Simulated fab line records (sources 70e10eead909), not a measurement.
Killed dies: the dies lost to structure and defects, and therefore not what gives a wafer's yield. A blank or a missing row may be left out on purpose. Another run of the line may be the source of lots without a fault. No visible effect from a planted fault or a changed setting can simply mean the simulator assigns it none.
Chamber matching | flow nandHarc | pecvd-01 running NHARC_A_STAIRCASE_DEP_151: 3 sister chambers
The step deposits SiO2, target thk 3800 nm. 20 wafers are shown with their chamber, then 10 later ones without.

WAFERS, EACH WITH ITS CHAMBER
wafer  | chamber | heaterPowerW (W)
L079.3 | 2       | 631
L079.5 | 0       | 551
L079.6 | 1       | 619
L083.2 | 0       | 683
L083.5 | 0       | 534
L083.6 | 2       | 504
L081.1 | 0       | 658
L081.2 | 2       | 625
L081.5 | 0       | 541
L085.1 | 0       | 655
L085.5 | 2       | 512
L085.6 | 1       | 598
L087.1 | 1       | 647
L087.3 | 2       | 620
L087.5 | 0       | 542
L088.2 | 1       | 739
L088.4 | 0       | 538
L088.6 | 1       | 619
L090.2 | 0       | 673
L090.4 | 1       | 613

SIGNATURES (averages over the wafers above)
reading      | chamber 0 | chamber 1 | chamber 2 | scatter within a chamber
heaterPowerW | 597.22    | 639.17    | 578.40    | 62.2
Rule: distance of a wafer from a chamber = root of the sum over the readings of ((wafer's reading minus chamber's mean) / reading's scatter) squared. If the next closest chamber is less than 2 further off than the closest, the wafer can't be placed; otherwise it belongs to the closest. How the scatter is found: for the shown wafers, subtract from each reading the mean of its chamber, square and add these, divide the total by (wafers less chambers), then take the root.

WAFERS WITH NO CHAMBER GIVEN
wafer  | heaterPowerW (W)
L090.6 | 507
L092.1 | 649
L092.3 | 579
L092.5 | 616
L094.3 | 582
L094.4 | 609
L094.6 | 520
L097.1 | 728
L097.2 | 601
L097.6 | 611

CHAMBER TAKEN BY EACH
wafer  | from the rows above          | in truth
L090.6 | can't be placed: 2 or 0 or 1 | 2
L092.1 | can't be placed: 1 or 0 or 2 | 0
L092.3 | can't be placed: 2 or 0 or 1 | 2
L092.5 | can't be placed: 0 or 1 or 2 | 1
L094.3 | can't be placed: 2 or 0 or 1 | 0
L094.4 | can't be placed: 0 or 1 or 2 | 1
L094.6 | can't be placed: 2 or 0 or 1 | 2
L097.1 | can't be placed: 1 or 0 or 2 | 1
L097.2 | can't be placed: 0 or 2 or 1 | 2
L097.6 | can't be placed: 0 or 1 or 2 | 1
Placed correctly: 0 of 10. From these rows, 10 cannot be placed; in 10 the true chamber is one of the candidates. Wrongly placed: 0.
